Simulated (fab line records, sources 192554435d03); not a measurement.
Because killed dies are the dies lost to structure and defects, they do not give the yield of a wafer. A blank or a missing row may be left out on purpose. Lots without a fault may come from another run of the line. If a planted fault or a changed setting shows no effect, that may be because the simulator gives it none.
fab line records || flow n5Finfet
record: {"lots": 4, "wafers": 12, "lastDay": 17}
route steps=1938 shown BEOL_M9@1463 BEOL_M10@1470
lots that met no fault: from a run of the same line without faults
startH: hours from the record's opening day to when the first of the lot's shown wafers began || waitH: hours since the lot's step before || " as in the row above || L1.1+2: a single row standing in for several wafers || - value missing, or start not given || * or withheld: withheld || < > ~ a bound
route shown NAME@n: a module of which the file shows steps, and the number in the route of the first || usual: mean and standard deviation over wafers with no fault || same: alike in all rows || chamber/n: place in a boat || sites: readings site by site || _std_site: the standard deviation of these || _edge_site: mean of outer sites minus mean of inner sites || radiusMm: for every site, how far away it sits from the centre of the wafer || mask NAME#n: copy n || behind: the tool/chamber that last shaped the wafer || hold: what put the lot on hold/how long, in hours/how the hold closed || device: names the non-switching transistor (n, p or np) || end of line: tests of these same wafers at the route's end || a step without rows: its recipe alone || killed: dies that structure and defects cost at the first sort, which is not the same as the wafer's yield || map: the dies of a wafer, with x for killed, . for not killed, _ for no die there
set.NAME: the setting the step ran with; set.NAME@STEP: the setting that earlier step ran with || model.NAME: the simulator's own value behind a step, which no gauge read
a table for each step, a row for each wafer; lots at some steps of the route
services: when a tool's chamber went out of use (startH, in hours from the record's first day, below 0 if earlier), for how many hours, and the reason
== steps ==
step: N5_BEOL_M9_ANNEAL_51
recipe: {"tempC": 225, "timeS": 90, "ambient": "N2"}
step: N5_BEOL_M9_CMP_52
recipe: {"stopOn": "SiCOH_lowk", "tOverpolishS": 7, "downForcePsi": 1, "platenRpm": 50, "clearingPlatenDownForcePsi": 1.5, "clearingPlatenRpm": 50, "postCmpClean": "cuAlkaline", "targetThkNm": 140, "clearingPlatenPadVelocityMS": 0.99484, "padVelocityMS": 0.99484}
step: N5_BEOL_M9_PRE_CLEAN_55
recipe: {"gas": "NH3", "timeS": 15, "tempC": "withheld", "rfPowerW": 300}
step: N5_BEOL_M9_DEP_56
recipe: {"material": "SiCN", "targetThkA": 150, "tempC": "withheld", "precursor": "3MS/NH3", "pressureTorr": 3, "rfW": 202, "timeS": 26.5}
step: N5_BEOL_M10_ILD_DEP_00
recipe: {"material": "SiCOH_lowk", "targetThkA": 3085.1, "tempC": 300, "precursor": "DEMS/porogen", "pressureTorr": 5, "rfW": 500, "timeS": 58}
step: N5_BEOL_M10_CURE_71
recipe: {"tempC": 385, "timeS": 240, "ambient": "He/Ar", "material": "SiCOH_lowk"}
step: N5_BEOL_M10_PECVD_70
recipe: {"material": "SiO2", "targetThkA": 200, "tempC": 400, "precursor": "TEOS/O2", "pressureTorr": 5.5, "rfW": 450, "teosFlowSccm": 53.8, "gas": "O2", "flowSccm": 3000, "timeS": 22.7}
step: N5_BEOL_M10_HM_DEP_02
recipe: {"material": "TiN", "targetThkA": 200, "tempC": 25, "chamberPressurePa": 0.49996}
step: N5_BEOL_M10_COAT_59
recipe: {"resist": "SOC", "tempC": 250, "timeS": 60, "spinRpm": 1500, "resistThkNm": 100}
usual: {"spinSpeedRpm": "1500.0/0.9"}
{"lot.wafer": "L828.4", "tool": "lithoTrack-05", "chamber": 0, "startH": 260.99, "waitH": 0.1, "spinSpeedRpm": 1500.8, "model.SOC_of_BEOL_M10_COAT_59.thkNm": 100.2}
{"lot.wafer": "L828.5", "tool": "lithoTrack-05", "chamber": 0, "startH": 260.99, "waitH": 0.1, "spinSpeedRpm": 1499.2, "model.SOC_of_BEOL_M10_COAT_59.thkNm": 100}
{"lot.wafer": "L828.6", "tool": "lithoTrack-05", "chamber": 0, "startH": 260.99, "waitH": 0.1, "spinSpeedRpm": 1498.9, "model.SOC_of_BEOL_M10_COAT_59.thkNm": 100}
{"lot.wafer": "L832.1", "tool": "lithoTrack-05", "chamber": 0, "startH": 304.26, "waitH": 0.1, "spinSpeedRpm": 1658.2, "model.SOC_of_BEOL_M10_COAT_59.thkNm": 94.6}
{"lot.wafer": "L832.2", "tool": "lithoTrack-05", "chamber": 0, "startH": 304.26, "waitH": 0.1, "spinSpeedRpm": 1657.6, "model.SOC_of_BEOL_M10_COAT_59.thkNm": 94.6}
{"lot.wafer": "L832.4", "tool": "lithoTrack-05", "chamber": 0, "startH": 304.26, "waitH": 0.1, "spinSpeedRpm": 1656.8, "model.SOC_of_BEOL_M10_COAT_59.thkNm": 94.6}
{"lot.wafer": "L835.1", "tool": "lithoTrack-05", "chamber": 0, "startH": 304.81, "waitH": 0.1, "spinSpeedRpm": 1657.4, "model.SOC_of_BEOL_M10_COAT_59.thkNm": 95}
{"lot.wafer": "L835.4", "tool": "lithoTrack-05", "chamber": 0, "startH": 304.81, "waitH": 0.1, "spinSpeedRpm": 1657.2, "model.SOC_of_BEOL_M10_COAT_59.thkNm": 94.8}
{"lot.wafer": "L835.5", "tool": "lithoTrack-05", "chamber": 0, "startH": 304.81, "waitH": 0.1, "spinSpeedRpm": 1657.5, "model.SOC_of_BEOL_M10_COAT_59.thkNm": 94.8}
{"lot.wafer": "L839.3", "tool": "lithoTrack-01", "chamber": 0, "startH": 331.78, "waitH": 0.1, "spinSpeedRpm": 1500.9, "model.SOC_of_BEOL_M10_COAT_59.thkNm": 100}
{"lot.wafer": "L839.4", "tool": "lithoTrack-01", "chamber": 0, "startH": 331.78, "waitH": 0.1, "spinSpeedRpm": 1502.2, "model.SOC_of_BEOL_M10_COAT_59.thkNm": 99.8}
{"lot.wafer": "L839.5", "tool": "lithoTrack-01", "chamber": 0, "startH": 331.78, "waitH": 0.1, "spinSpeedRpm": 1500.5, "model.SOC_of_BEOL_M10_COAT_59.thkNm": 99.6}
step: N5_BEOL_M10_COAT_60
recipe: {"resist": "SiARC", "tempC": 220, "timeS": 60, "spinRpm": 1500, "resistThkNm": 30}
step: N5_BEOL_M10_COAT_05
recipe: {"resist": "CAR-ArF", "spinRpm": 1500, "resistThkNm": 90}
step: N5_BEOL_M10_EBR_07
recipe: {"solvent": "PGMEA", "ebrWidthMm": 1.5}
step: N5_BEOL_M10_SOFTBAKE_06
recipe: {"tempC": 110, "timeS": 60, "resist": "CAR-ArF"}
step: N5_BEOL_M10_EXPOSE_08
recipe: {"maskId": "M10", "na": 1.35, "sourceShape": "dipole", "sigmaInner": 0.411, "sigmaOuter": 0.611, "polarization": "te", "doseMj": 53.75}
step: N5_BEOL_M10_PEB_09
recipe: {"pebTempC": "withheld", "pebTimeS": 60, "resist": "CAR-ArF"}
step: N5_BEOL_M10_DEVELOP_10
recipe: {"developTimeS": 30, "developer": "TMAH", "resist": "CAR-ArF", "rinseLiquid": "diw", "dry": "airSpin", "devTempC": 23}
step: N5_BEOL_M10_DESCUM_16
recipe: {"chemistry": "O2", "timeS": 7.9, "sourcePowerW": 50, "biasPowerW": 20, "pressureMtorr": 20, "rfFrequencyHz": 2.712e+07, "tempC": 40, "resist": "CAR-ArF", "o2FlowSccm": 225}
step: N5_BEOL_M10_ETCH_61
recipe: {"chemistry": "CF4", "target": "SiARC", "targetDepthA": 390, "maskMaterial": "CAR-ArF", "timeS": 65, "ionEnergyEv": 80, "pressureMtorr": 40, "sourceW": 545, "biasW": 36, "Ar_flow_sccm": 100, "cf4FlowSccm": 100, "ends": "cleared"}
step: N5_BEOL_M10_ETCH_62
recipe: {"chemistry": "N2/H2", "target": "SOC", "targetDepthA": 1100, "overetchA": 220, "maskMaterial": "SiARC", "tempC": 40, "timeS": 165, "ionEnergyEv": 200, "pressureMtorr": 30, "sourceW": 840, "biasW": 150, "n2FlowSccm": 200, "h2FlowSccm": 200}
usual: {"drypumpMotorCurrentA": "5.7/0.44", "oesProductAu": "0.70/0.067", "rfVppV": "523.0/2.1", "showerheadPlenumPTorr": "2.50/0.079", "throttleValvePct": "17.75/0.24"}
{"lot.wafer": "L828.4", "tool": "rieDiel-01", "chamber": 2, "startH": 261.53, "waitH": 0.0, "drypumpMotorCurrentA": 5.8, "oesProductAu": 0.72, "rfHoursCounterH": 57, "rfVppV": 522.7, "showerheadPlenumPTorr": 2.46, "throttleValvePct": 17.71, "model.etch.depthNm": 100.1}
{"lot.wafer": "L828.5", "tool": "rieDiel-01", "chamber": 3, "startH": 261.53, "waitH": 0.0, "drypumpMotorCurrentA": 6.1, "oesProductAu": 0.68, "rfHoursCounterH": "-", "rfVppV": 520.9, "showerheadPlenumPTorr": 2.46, "throttleValvePct": 17.47, "model.etch.depthNm": 99.94}
{"lot.wafer": "L828.6", "tool": "rieDiel-01", "chamber": 0, "startH": 261.53, "waitH": 0.0, "drypumpMotorCurrentA": 4.9, "oesProductAu": 0.81, "rfHoursCounterH": "-", "rfVppV": 522.9, "showerheadPlenumPTorr": 2.50, "throttleValvePct": 17.85, "model.etch.depthNm": 100.1}
{"lot.wafer": "L832.1", "tool": "rieDiel-03", "chamber": 1, "startH": 304.86, "waitH": 0.0, "drypumpMotorCurrentA": 5.9, "oesProductAu": 0.70, "rfHoursCounterH": 57, "rfVppV": 526.1, "showerheadPlenumPTorr": 2.58, "throttleValvePct": 17.33, "model.etch.depthNm": 94.64}
{"lot.wafer": "L832.2", "tool": "rieDiel-03", "chamber": 0, "startH": 304.86, "waitH": 0.0, "drypumpMotorCurrentA": 5.2, "oesProductAu": 0.57, "rfHoursCounterH": 229, "rfVppV": 522.0, "showerheadPlenumPTorr": 2.42, "throttleValvePct": 18.01, "model.etch.depthNm": 94.59}
{"lot.wafer": "L832.4", "tool": "rieDiel-03", "chamber": 2, "startH": 304.86, "waitH": 0.0, "drypumpMotorCurrentA": 5.8, "oesProductAu": 0.74, "rfHoursCounterH": 24, "rfVppV": 528.8, "showerheadPlenumPTorr": 2.71, "throttleValvePct": 17.77, "model.etch.depthNm": 94.59}
{"lot.wafer": "L835.1", "tool": "rieDiel-01", "chamber": 2, "startH": 305.29, "waitH": 0.0, "drypumpMotorCurrentA": 5.8, "oesProductAu": 0.68, "rfHoursCounterH": 73, "rfVppV": 522.2, "showerheadPlenumPTorr": 2.45, "throttleValvePct": 17.75, "model.etch.depthNm": 94.93}
{"lot.wafer": "L835.4", "tool": "rieDiel-01", "chamber": 0, "startH": 305.29, "waitH": 0.0, "drypumpMotorCurrentA": 4.8, "oesProductAu": 0.73, "rfHoursCounterH": 16, "rfVppV": 522.2, "showerheadPlenumPTorr": 2.49, "throttleValvePct": 17.88, "model.etch.depthNm": 94.82}
{"lot.wafer": "L835.5", "tool": "rieDiel-01", "chamber": 1, "startH": 305.29, "waitH": 0.0, "drypumpMotorCurrentA": 6.3, "oesProductAu": 0.72, "rfHoursCounterH": "-", "rfVppV": 522.9, "showerheadPlenumPTorr": 2.46, "throttleValvePct": 17.50, "model.etch.depthNm": 94.86}
{"lot.wafer": "L839.3", "tool": "rieDiel-03", "chamber": 0, "startH": 332.20, "waitH": 0.0, "drypumpMotorCurrentA": 5.2, "oesProductAu": 0.58, "rfHoursCounterH": 240, "rfVppV": 520.8, "showerheadPlenumPTorr": 2.42, "throttleValvePct": 18.02, "model.etch.depthNm": 100}
{"lot.wafer": "L839.4", "tool": "rieDiel-03", "chamber": 1, "startH": 332.20, "waitH": 0.0, "drypumpMotorCurrentA": 5.9, "oesProductAu": 0.71, "rfHoursCounterH": 68, "rfVppV": 526.1, "showerheadPlenumPTorr": 2.57, "throttleValvePct": 17.36, "model.etch.depthNm": 99.82}
{"lot.wafer": "L839.5", "tool": "rieDiel-03", "chamber": 3, "startH": 332.20, "waitH": 0.0, "drypumpMotorCurrentA": 5.8, "oesProductAu": 0.63, "rfHoursCounterH": "-", "rfVppV": 524.8, "showerheadPlenumPTorr": 2.55, "throttleValvePct": 18.12, "model.etch.depthNm": 99.66}
step: N5_BEOL_M10_STRIP_68
recipe: {"chemistry": "N2/H2", "tempC": 40, "n2FlowSccm": 200, "h2FlowSccm": 200, "rfFrequencyHz": 6e+07}
step: N5_BEOL_M10_STRIP_67
recipe: {"chemistry": "CF4", "resist": "SiARC", "powerW": 300, "biasPowerW": 75, "pressureMtorr": 50, "cf4FlowSccm": 150, "rfFrequencyHz": 6e+07}
step: N5_BEOL_M10_HM_OPEN_17
recipe: {"chemistry": "Cl2/BCl3", "targetDepthA": 200, "overetchA": 60, "target": "TiN", "maskMaterial": "SOC", "ionEnergyEv": 150, "pressureMtorr": 10, "icpW": 1000, "biasW": 126, "Cl2_flow_sccm": 53.25, "bcl3FlowSccm": 21.75, "Ar_flow_sccm": 25}
usual: {"drypumpMotorCurrentA": "5.8/0.35", "oes_ar_750_au": "0.84/0.071", "oesProductAu": "0.71/0.058", "throttleValvePct": "22.10/0.21"}
{"lot.wafer": "L828.4", "tool": "rieMetal-03", "chamber": 1, "startH": 261.75, "waitH": 0.1, "drypumpMotorCurrentA": 5.8, "oes_ar_750_au": 0.88, "oesProductAu": 0.76, "rfHoursCounterH": "-", "throttleValvePct": 21.89, "model.SOC_of_BEOL_M10_COAT_59.thkNm": 92}
{"lot.wafer": "L828.5", "tool": "rieMetal-03", "chamber": 0, "startH": 261.75, "waitH": 0.1, "drypumpMotorCurrentA": 5.7, "oes_ar_750_au": 0.93, "oesProductAu": 0.77, "rfHoursCounterH": "-", "throttleValvePct": 22.02, "model.SOC_of_BEOL_M10_COAT_59.thkNm": 92}
{"lot.wafer": "L828.6", "tool": "rieMetal-03", "chamber": 1, "startH": 261.75, "waitH": 0.1, "drypumpMotorCurrentA": 5.8, "oes_ar_750_au": 0.88, "oesProductAu": 0.77, "rfHoursCounterH": "-", "throttleValvePct": 21.87, "model.SOC_of_BEOL_M10_COAT_59.thkNm": 92}
{"lot.wafer": "L832.1", "tool": "rieMetal-03", "chamber": 1, "startH": 305.05, "waitH": 0.0, "drypumpMotorCurrentA": 5.8, "oes_ar_750_au": 0.87, "oesProductAu": 0.75, "rfHoursCounterH": 15, "throttleValvePct": 21.90, "model.SOC_of_BEOL_M10_COAT_59.thkNm": 86.6}
{"lot.wafer": "L832.2", "tool": "rieMetal-03", "chamber": 0, "startH": 305.05, "waitH": 0.0, "drypumpMotorCurrentA": 5.7, "oes_ar_750_au": 0.91, "oesProductAu": 0.76, "rfHoursCounterH": 14, "throttleValvePct": 22.03, "model.SOC_of_BEOL_M10_COAT_59.thkNm": 86.6}
{"lot.wafer": "L832.4", "tool": "rieMetal-03", "chamber": 0, "startH": 305.05, "waitH": 0.0, "drypumpMotorCurrentA": 5.7, "oes_ar_750_au": 0.91, "oesProductAu": 0.77, "rfHoursCounterH": "-", "throttleValvePct": 22.02, "model.SOC_of_BEOL_M10_COAT_59.thkNm": 86.6}
{"lot.wafer": "L835.1", "tool": "rieMetal-03", "chamber": 1, "startH": 305.47, "waitH": 0.0, "drypumpMotorCurrentA": 5.8, "oes_ar_750_au": 0.87, "oesProductAu": 0.74, "rfHoursCounterH": 15, "throttleValvePct": 21.93, "model.SOC_of_BEOL_M10_COAT_59.thkNm": 87}
{"lot.wafer": "L835.4", "tool": "rieMetal-03", "chamber": 1, "startH": 305.47, "waitH": 0.0, "drypumpMotorCurrentA": 5.8, "oes_ar_750_au": 0.86, "oesProductAu": 0.73, "rfHoursCounterH": "-", "throttleValvePct": 21.94, "model.SOC_of_BEOL_M10_COAT_59.thkNm": 86.8}
{"lot.wafer": "L835.5", "tool": "rieMetal-03", "chamber": 1, "startH": 305.47, "waitH": 0.0, "drypumpMotorCurrentA": 5.8, "oes_ar_750_au": 0.87, "oesProductAu": 0.73, "rfHoursCounterH": "-", "throttleValvePct": 21.95, "model.SOC_of_BEOL_M10_COAT_59.thkNm": 86.8}
{"lot.wafer": "L839.3", "tool": "rieMetal-03", "chamber": 1, "startH": 332.42, "waitH": 0.1, "drypumpMotorCurrentA": 5.8, "oes_ar_750_au": 0.85, "oesProductAu": 0.74, "rfHoursCounterH": "-", "throttleValvePct": 21.90, "model.SOC_of_BEOL_M10_COAT_59.thkNm": 92}
{"lot.wafer": "L839.4", "tool": "rieMetal-03", "chamber": 0, "startH": 332.42, "waitH": 0.1, "drypumpMotorCurrentA": 5.7, "oes_ar_750_au": 0.89, "oesProductAu": 0.76, "rfHoursCounterH": "-", "throttleValvePct": 22.04, "model.SOC_of_BEOL_M10_COAT_59.thkNm": 92}
{"lot.wafer": "L839.5", "tool": "rieMetal-03", "chamber": 1, "startH": 332.42, "waitH": 0.1, "drypumpMotorCurrentA": 5.8, "oes_ar_750_au": 0.86, "oesProductAu": 0.74, "rfHoursCounterH": "-", "throttleValvePct": 21.90, "model.SOC_of_BEOL_M10_COAT_59.thkNm": 91.6}
step: N5_BEOL_M10_STRIP_19
recipe: {"chemistry": "O2", "powerW": 400, "tempC": 40, "pressureMtorr": 30, "rfFrequencyHz": 6e+07, "biasPowerW": 0, "overashFraction": 0.2, "o2FlowSccm": 225}
== services ==
{"tool": "rieDiel-01", "chamber": 0, "startH": 238.87, "hours": "-", "kind": "clean"}
{"tool": "rieDiel-01", "chamber": 0, "startH": 238.87, "hours": "-", "kind": "consumableReplace:focusRing"}
{"tool": "rieDiel-01", "chamber": 0, "startH": 238.87, "hours": 17.9, "kind": "scheduledDown"}
{"tool": "rieDiel-01", "chamber": 0, "startH": 238.87, "hours": 17.9, "kind": "ventCycle"}
{"tool": "lithoTrack-01", "chamber": "-", "startH": 241.91, "hours": "-", "kind": "consumableReplace:filter"}
{"tool": "lithoTrack-05", "chamber": "-", "startH": 255.66, "hours": "-", "kind": "consumableReplace:filter"}
{"tool": "rieDiel-01", "chamber": 2, "startH": 306.55, "hours": 1.8, "kind": "repair"}
{"tool": "rieDiel-01", "chamber": "-", "startH": 317.64, "hours": 2.8, "kind": "pm"}
== key ==
firstSign: {"step": "N5_BEOL_M10_COAT_59", "reading": "spinSpeedRpm", "direction": "up", "sigmas": "99+", "usual": "*", "struck": "*"}
effect none on later readings
modelEffect: {"step": "N5_BEOL_M10_COAT_59", "value": "SOC_of_BEOL_M10_COAT_59.thkNm", "without": 99.57, "struck": 94.73}
modelEffect: {"step": "N5_BEOL_M10_ETCH_62", "value": "etch.depthNm", "without": 99.59, "struck": 94.74}
modelEffect: {"step": "N5_BEOL_M10_HM_OPEN_17", "value": "SOC_of_BEOL_M10_COAT_59.thkNm", "without": 91.57, "struck": 86.73}
metAt N5_BEOL_M10_COAT_59
struckWafers L832.1,L832.2,L832.4,L835.1,L835.4,L835.5
onsetBetween 260.99 304.26
fault: {"kind": "processParameterDrift", "tool": "lithoTrack-05", "chamber": "-", "onsetH": 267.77, "steps": "N5_BEOL_M10_COAT_59", "channel": "spinRpm", "offset": "*", "shape": "step", "actsIn": "*", "stated": "*"}
